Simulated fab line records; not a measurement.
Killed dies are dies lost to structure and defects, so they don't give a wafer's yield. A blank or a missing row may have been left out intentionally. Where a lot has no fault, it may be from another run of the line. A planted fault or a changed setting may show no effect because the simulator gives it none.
Matching of chambers / flow n5_finfet / N5_MOL_CONTACT_COAG_ETCH_48 on rie_diel-05 has 4 sister chambers
The step etches SiOC in C4F6/O2, target depth 15 nm, overetch 4.5 nm, time 17 s. 24 wafers are shown with their chamber, then 12 later ones without.

EACH WAFER AND ITS CHAMBER
wafer=L074.2; chamber=0; showerhead_plenum_p_Torr (Torr)=2.72; throttle_valve_pct (%)=40.8; rf_vpp_V (V)=1587
wafer=L074.3; chamber=1; showerhead_plenum_p_Torr (Torr)=2.85; throttle_valve_pct (%)=41.4; rf_vpp_V (V)=1594
wafer=L074.5; chamber=0; showerhead_plenum_p_Torr (Torr)=2.72; throttle_valve_pct (%)=40.8; rf_vpp_V (V)=1587
wafer=L078.1; chamber=3; showerhead_plenum_p_Torr (Torr)=2.73; throttle_valve_pct (%)=41.5; rf_vpp_V (V)=1569
wafer=L078.3; chamber=1; showerhead_plenum_p_Torr (Torr)=2.84; throttle_valve_pct (%)=41.4; rf_vpp_V (V)=1593
wafer=L078.6; chamber=0; showerhead_plenum_p_Torr (Torr)=2.72; throttle_valve_pct (%)=40.7; rf_vpp_V (V)=1588
wafer=L079.1; chamber=0; showerhead_plenum_p_Torr (Torr)=2.72; throttle_valve_pct (%)=40.8; rf_vpp_V (V)=1586
wafer=L079.4; chamber=1; showerhead_plenum_p_Torr (Torr)=2.84; throttle_valve_pct (%)=41.4; rf_vpp_V (V)=1594
wafer=L079.6; chamber=1; showerhead_plenum_p_Torr (Torr)=2.84; throttle_valve_pct (%)=41.4; rf_vpp_V (V)=1594
wafer=L080.1; chamber=3; showerhead_plenum_p_Torr (Torr)=2.73; throttle_valve_pct (%)=41.6; rf_vpp_V (V)=1570
wafer=L080.3; chamber=2; showerhead_plenum_p_Torr (Torr)=2.96; throttle_valve_pct (%)=41.1; rf_vpp_V (V)=1606
wafer=L080.6; chamber=1; showerhead_plenum_p_Torr (Torr)=2.84; throttle_valve_pct (%)=41.4; rf_vpp_V (V)=1594
wafer=L082.2; chamber=1; showerhead_plenum_p_Torr (Torr)=2.84; throttle_valve_pct (%)=41.4; rf_vpp_V (V)=1594
wafer=L082.4; chamber=0; showerhead_plenum_p_Torr (Torr)=2.71; throttle_valve_pct (%)=40.8; rf_vpp_V (V)=1587
wafer=L082.5; chamber=3; showerhead_plenum_p_Torr (Torr)=2.73; throttle_valve_pct (%)=41.5; rf_vpp_V (V)=1568
wafer=L084.1; chamber=0; showerhead_plenum_p_Torr (Torr)=2.71; throttle_valve_pct (%)=40.8; rf_vpp_V (V)=1587
wafer=L084.4; chamber=2; showerhead_plenum_p_Torr (Torr)=2.96; throttle_valve_pct (%)=41.1; rf_vpp_V (V)=1605
wafer=L084.6; chamber=2; showerhead_plenum_p_Torr (Torr)=2.96; throttle_valve_pct (%)=41.1; rf_vpp_V (V)=1607
wafer=L085.1; chamber=3; showerhead_plenum_p_Torr (Torr)=2.72; throttle_valve_pct (%)=41.5; rf_vpp_V (V)=1571
wafer=L085.2; chamber=1; showerhead_plenum_p_Torr (Torr)=2.83; throttle_valve_pct (%)=41.4; rf_vpp_V (V)=1591
wafer=L085.4; chamber=0; showerhead_plenum_p_Torr (Torr)=2.71; throttle_valve_pct (%)=40.8; rf_vpp_V (V)=1586
wafer=L088.1; chamber=2; showerhead_plenum_p_Torr (Torr)=2.95; throttle_valve_pct (%)=41.1; rf_vpp_V (V)=1608
wafer=L088.2; chamber=3; showerhead_plenum_p_Torr (Torr)=2.72; throttle_valve_pct (%)=41.5; rf_vpp_V (V)=1569
wafer=L088.6; chamber=3; showerhead_plenum_p_Torr (Torr)=2.72; throttle_valve_pct (%)=41.6; rf_vpp_V (V)=1567

SIGNATURES (averages over the wafers above)
reading=showerhead_plenum_p_Torr; chamber 0=2.7157; chamber 1=2.8400; chamber 2=2.9575; chamber 3=2.7250; scatter within a chamber=0.00546
reading=throttle_valve_pct; chamber 0=40.786; chamber 1=41.400; chamber 2=41.100; chamber 3=41.533; scatter within a chamber=0.0331
reading=rf_vpp_V; chamber 0=1586.86; chamber 1=1593.43; chamber 2=1606.50; chamber 3=1569.00; scatter within a chamber=1.13
Rule: distance of a wafer from a chamber = root of the sum over the readings of ((wafer's reading minus chamber's mean) / reading's scatter) squared. If the next closest chamber is less than 2 further off than the closest, the wafer can't be placed; otherwise it belongs to the closest. The scatter is the square root of a quotient: the sum, over the shown wafers, of each reading's squared deviation from its chamber's mean, divided by wafers minus chambers.

WAFERS WITHOUT THEIR CHAMBER
wafer=L089.1; showerhead_plenum_p_Torr (Torr)=2.95; throttle_valve_pct (%)=41.1; rf_vpp_V (V)=1607
wafer=L089.2; showerhead_plenum_p_Torr (Torr)=2.71; throttle_valve_pct (%)=40.8; rf_vpp_V (V)=1587
wafer=L089.6; showerhead_plenum_p_Torr (Torr)=2.95; throttle_valve_pct (%)=41.1; rf_vpp_V (V)=1603
wafer=L090.1; showerhead_plenum_p_Torr (Torr)=2.72; throttle_valve_pct (%)=41.5; rf_vpp_V (V)=1569
wafer=L090.3; showerhead_plenum_p_Torr (Torr)=2.71; throttle_valve_pct (%)=40.8; rf_vpp_V (V)=1586
wafer=L090.5; showerhead_plenum_p_Torr (Torr)=2.72; throttle_valve_pct (%)=41.6; rf_vpp_V (V)=1569
wafer=L091.1; showerhead_plenum_p_Torr (Torr)=2.83; throttle_valve_pct (%)=41.4; rf_vpp_V (V)=1592
wafer=L091.4; showerhead_plenum_p_Torr (Torr)=2.70; throttle_valve_pct (%)=40.8; rf_vpp_V (V)=1585
wafer=L091.5; showerhead_plenum_p_Torr (Torr)=2.72; throttle_valve_pct (%)=41.5; rf_vpp_V (V)=1570
wafer=L097.1; showerhead_plenum_p_Torr (Torr)=2.94; throttle_valve_pct (%)=41.1; rf_vpp_V (V)=1606
wafer=L097.4; showerhead_plenum_p_Torr (Torr)=2.95; throttle_valve_pct (%)=41.1; rf_vpp_V (V)=1606
wafer=L097.6; showerhead_plenum_p_Torr (Torr)=2.82; throttle_valve_pct (%)=41.4; rf_vpp_V (V)=1591

CHAMBER TAKEN BY EACH
wafer=L089.1; from the rows above=2; in truth=2
wafer=L089.2; from the rows above=0; in truth=0
wafer=L089.6; from the rows above=2; in truth=2
wafer=L090.1; from the rows above=3; in truth=3
wafer=L090.3; from the rows above=0; in truth=0
wafer=L090.5; from the rows above=3; in truth=3
wafer=L091.1; from the rows above=1; in truth=1
wafer=L091.4; from the rows above=0; in truth=0
wafer=L091.5; from the rows above=3; in truth=3
wafer=L097.1; from the rows above=2; in truth=2
wafer=L097.4; from the rows above=2; in truth=2
wafer=L097.6; from the rows above=1; in truth=1
Placed correctly: 12 of 12. Not placeable from these rows: 0. Placed wrongly: 0.
